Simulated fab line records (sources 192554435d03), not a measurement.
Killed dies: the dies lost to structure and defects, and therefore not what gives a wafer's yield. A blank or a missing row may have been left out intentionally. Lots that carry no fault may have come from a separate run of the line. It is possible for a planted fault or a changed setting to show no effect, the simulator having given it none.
The tool behind it: which one?	flow n5 finfet	18 wafers from 6 lots sampled at 2 of the route's 1938 steps

## WHAT THE GAUGES SHOWED, per wafer
N5_BEOL_M14_RS_MEAS_54: the measuring method here is four-point-probe.
lot	measured	on	M14_RS (ohm/sq)
L425	day 11 23:42	film metro-02	0.0326 0.0329 0.0335
L424	day 12 04:29	film metro-01	0.0325 0.0328 0.0336
L429	day 13 06:39	film metro-01	0.0334 0.0332 0.0331
L434	day 14 07:08	film metro-02	0.0336 0.0332 0.0332
L438	day 15 15:37	film metro-02	0.0340 0.0336 0.0331
L442	day 16 17:24	film metro-02	0.0336 0.0332 0.0329

## WHICH TOOL RAN EACH LOT (tool, then ch and the chambers of the sampled wafers, then the start)
lot	N5_BEOL_M14_DEGAS_41
L425	pvd sputter-01, day 11 22:13
L424	pvd sputter-01, day 12 02:45
L429	pvd sputter-03, day 13 05:16
L434	pvd sputter-02, day 14 05:50
L438	pvd sputter-01, day 15 13:31
L442	pvd sputter-03, day 16 15:47
- N5_BEOL_M14_DEGAS_41: time 60 s.

## THE ANSWER, worked out from the rows above alone
Rule: the usual values come from the lots themselves. The widest of any qualifying gaps counts: lots, ordered by their means at a reading, are off when they make up no more than a third of the lots, leave a main group of 4 or more, and stand apart from it by 3 or more times the standard deviation of that group's means. A main group is skipped when, at the precision printed for the reading in the tables above, its means are all equal. A lot without any number at a reading at which 4 lots or more have one is off too. Where the step has rows for the other lots, those lots are counted as sound.
None of the lots is off at any reading shown; this tells nothing.

## WHAT WAS PUT IN BY THE SIMULATOR
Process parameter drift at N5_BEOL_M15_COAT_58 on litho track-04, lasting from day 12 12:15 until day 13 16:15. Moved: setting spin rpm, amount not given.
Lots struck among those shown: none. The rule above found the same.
